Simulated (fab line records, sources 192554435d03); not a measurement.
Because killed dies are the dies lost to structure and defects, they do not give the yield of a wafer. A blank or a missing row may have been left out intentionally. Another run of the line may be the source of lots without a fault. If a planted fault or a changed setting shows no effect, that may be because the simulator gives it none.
3 desks, one fault || flow n5Finfet || every desk sees just its own numbers, and what lay behind them comes last

AT THE TOOL OWNER'S DESK: rieSi-05
The tool's own readings at N5_BEOL_M0_SAQP_MANDREL_ETCH_20 (etches a-Si in HBr/Cl2, stops on SiNx, target depth 60 nm, bt time 10 s, time 30 s): means of the sampled wafers that have a number, for each lot that ran on this tool. Marked OUT: a lot whose mean sits more than 4 standard deviations from the usual mean, which makes it out of limits; the brackets give that distance.
Columns: A = drypumpMotorCurrentA at N5_BEOL_M0_SAQP_MANDREL_ETCH_20, usual 5.6 A; B = oesProductAu at N5_BEOL_M0_SAQP_MANDREL_ETCH_20, usual 0.778 a.u.; C = rfFwdPowerW at N5_BEOL_M0_SAQP_MANDREL_ETCH_20, usual 794.4 W; D = throttleValvePct at N5_BEOL_M0_SAQP_MANDREL_ETCH_20, usual 35.6 %
{"lot": "L314", "first seen here": "day 6 22:38", "A": 5.1, "B": 0.768, "C": 794.3, "D": 35.6}
{"lot": "L322", "first seen here": "day 9 08:28", "A": 5.3, "B": 0.776, "C": 793.7, "D": 35.6}
{"lot": "L324", "first seen here": "day 9 17:30", "A": 5.0, "B": 0.774, "C": "924.7 (+47) OUT", "D": 35.9}
This desk's verdict: out of limits on L324, starting with L324 at day 9 17:30 (rfFwdPowerW at N5_BEOL_M0_SAQP_MANDREL_ETCH_20). Within limits: L314, L322.

FROM THE METROLOGY DESK
Means of the sampled wafers that have a number, per lot and without regard to the tool the lot ran on: this is what the gauges read. Marked OUT: a lot whose mean sits more than 4 standard deviations from the usual mean, which makes it out of limits; the brackets give that distance. Of its 10 readings 7 are shown: those that lie furthest out on some lot.
Columns: A = DIBL_N at N5_BEOL_M4_RC_MEAS_101, usual 36.2 mV/V; B = DIBL_P at N5_BEOL_M4_RC_MEAS_101, usual 36.6 mV/V; C = IOFF_N at N5_BEOL_M4_RC_MEAS_101, usual 0.16 nA/um; D = IOFF_P at N5_BEOL_M4_RC_MEAS_101, usual 0.21 nA/um; E = SS_N at N5_BEOL_M4_RC_MEAS_101, usual 71.4 mV/dec; F = VT_N at N5_BEOL_M4_RC_MEAS_101, usual 249 mV; G = VT_P at N5_BEOL_M4_RC_MEAS_101, usual -252 mV
{"lot": "L309", "first seen here": "day 8 01:22", "A": 35.7, "B": 36.4, "C": 0.15, "D": 0.21, "E": 71.7, "F": 251, "G": -248}
{"lot": "L310", "first seen here": "day 8 10:26", "A": 38.4, "B": 38.6, "C": 0.20, "D": 0.27, "E": 71.9, "F": 246, "G": -245}
{"lot": "L314", "first seen here": "day 9 08:15", "A": 35.2, "B": 35.8, "C": 0.16, "D": 0.21, "E": 71.3, "F": 247, "G": -250}
{"lot": "L317", "first seen here": "day 9 16:11", "A": 34.7, "B": 35.0, "C": 0.14, "D": 0.17, "E": 71.3, "F": 250, "G": -252}
{"lot": "L322", "first seen here": "day 11 07:01", "A": 36.9, "B": 39.3, "C": 0.17, "D": 0.22, "E": 71.7, "F": 249, "G": -252}
{"lot": "L324", "first seen here": "day 12 01:31", "A": 36.4, "B": 37.1, "C": 0.17, "D": 0.21, "E": 71.6, "F": 249, "G": -251}
{"lot": "L326", "first seen here": "day 12 03:40", "A": 35.6, "B": 36.0, "C": 0.15, "D": 0.17, "E": 71.4, "F": 250, "G": -255}
{"lot": "L327", "first seen here": "day 12 18:07", "A": 35.4, "B": 37.3, "C": 0.16, "D": 0.21, "E": 70.7, "F": 248, "G": -251}
{"lot": "L331", "first seen here": "day 13 08:45", "A": 36.6, "B": 35.8, "C": 0.15, "D": 0.21, "E": 70.7, "F": 251, "G": -250}
This desk's finding: nothing out of limits on any of the 9 lots.

THE DEFECT DESK
What the inspections along the route counted, lot by lot: means of the sampled wafers that have a number. Marked OUT: a lot whose mean sits more than 4 standard deviations from the usual mean, which makes it out of limits; the brackets give that distance.
Columns: A = rawDefectCount at N5_BEOL_M0_SAQP_INSPECT_16, usual 557
{"lot": "L309", "first seen here": "day 5 19:13", "A": 548}
{"lot": "L310", "first seen here": "day 6 00:02", "A": 460}
{"lot": "L314", "first seen here": "day 6 22:20", "A": 483}
{"lot": "L317", "first seen here": "day 7 17:47", "A": 410}
{"lot": "L322", "first seen here": "day 9 08:01", "A": 610}
{"lot": "L324", "first seen here": "day 9 17:11", "A": 455}
{"lot": "L326", "first seen here": "day 10 02:13", "A": 688}
{"lot": "L327", "first seen here": "day 10 15:08", "A": 460}
{"lot": "L331", "first seen here": "day 11 06:51", "A": 596}
This desk's finding: nothing out of limits on any of the 9 lots.

TAKEN TOGETHER
At day 9 17:30, on L324, the tool owner's desk was in a position to raise an alarm.
At the metrology desk, nothing out of limits was observed.
Nothing out of limits was seen by the defect desk.
The metrology desk holds a record of L324, inside its limits.
The defect desk has L324 on record, within its limits.
N5_BEOL_M0_SAQP_MANDREL_ETCH_20 was run on rieSi-05 by each of the lots named.

WHAT WAS PUT IN BY THE SIMULATOR
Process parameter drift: rieSi-05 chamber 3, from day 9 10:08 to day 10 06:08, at N5_BEOL_M0_SAQP_MANDREL_ETCH_20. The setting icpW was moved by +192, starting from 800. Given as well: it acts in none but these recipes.
Struck lots among those shown: L324.
Delay in hours, fault start to first out-of-limits reading, by desk: the tool owner's desk at 7.
